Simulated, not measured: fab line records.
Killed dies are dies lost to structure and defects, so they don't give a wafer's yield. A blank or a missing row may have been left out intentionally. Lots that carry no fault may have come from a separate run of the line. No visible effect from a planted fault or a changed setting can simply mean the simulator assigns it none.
One fault seen from 2 desks	flow n5_finfet	each desk holds nothing but its own numbers, with what lay behind them at the end

## AT THE TOOL OWNER'S DESK: rie_diel-06
The tool's own readings at N5_BEOL_M7_VIA_ETCH_34 (etches SiCOH lowk in C4F6/O2, target depth 125.5 nm, time 50.5 s): means of the sampled wafers that have a number, for each lot that ran on this tool. The brackets show how far a lot's mean lies from the usual mean; more than 4 standard deviations puts the lot out of limits, marked OUT.
Columns: A = bias_w at N5_BEOL_M7_VIA_ETCH_34, usual 185.1 W; B = drypump_motor_current_A at N5_BEOL_M7_VIA_ETCH_34, usual 5.9 A; C = oes_product_au at N5_BEOL_M7_VIA_ETCH_34, usual 0.79 a.u.; D = rf_vpp_V at N5_BEOL_M7_VIA_ETCH_34, usual 665 V; E = showerhead_plenum_p_Torr at N5_BEOL_M7_VIA_ETCH_34, usual 2.83 Torr; F = throttle_valve_pct at N5_BEOL_M7_VIA_ETCH_34, usual 20.92 %
lot	first seen here	A	B	C	D	E	F
L103	day 9 04:34	184.4	6.0	0.79	663	2.85	20.82
L107	day 10 05:23	185.0	6.2	0.85	657	2.92	20.68
L108	day 11 07:49	174.0 (-21) OUT	6.0	0.85	629 (-4.5) OUT	2.84	20.71
L112	day 11 14:43	173.8 (-22) OUT	6.1	0.83	629 (-4.5) OUT	2.84	20.71
This desk finds L108, L112 out of limits, L108 being first, at day 11 07:49 (bias_w at N5_BEOL_M7_VIA_ETCH_34). L103, L107 stayed within limits.

## FROM THE METROLOGY DESK
What the gauges read for every lot (on any tool): the sampled wafers with a number, averaged. The brackets show how far a lot's mean lies from the usual mean; more than 4 standard deviations puts the lot out of limits, marked OUT.
Columns: A = trench_depth_nm at N5_BEOL_M7_OCD_MEAS_38, usual 93.2 nm
lot	first seen here	A
L103	day 9 04:49	92.0
L107	day 10 05:38	94.4
L108	day 11 08:04	94.5
L112	day 11 14:58	94.1
L114	day 12 00:52	93.2
L115	day 12 05:57	91.7
L119	day 13 04:32	92.5
L118	day 13 10:35	92.6
L122	day 14 03:16	93.9
L124	day 14 10:53	92.6
This desk's finding: nothing out of limits on any of the 10 lots.

## PUT TOGETHER
An alarm could have come from the tool owner's desk at day 11 07:49, on L108, L112.
The metrology desk saw nothing out of limits.
The metrology desk has L108, L112 on record, within its limits.
The lots listed all ran N5_BEOL_M7_VIA_ETCH_34 on rie_diel-06.

## WHAT WAS PUT IN BY THE SIMULATOR
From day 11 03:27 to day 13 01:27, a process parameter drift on rie_diel-06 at N5_BEOL_M7_VIA_ETCH_34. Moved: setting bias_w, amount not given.
Struck lots among those shown: L108, L112.
Hours from the fault's start to each desk's first reading out of limits: the tool owner's desk, 4.
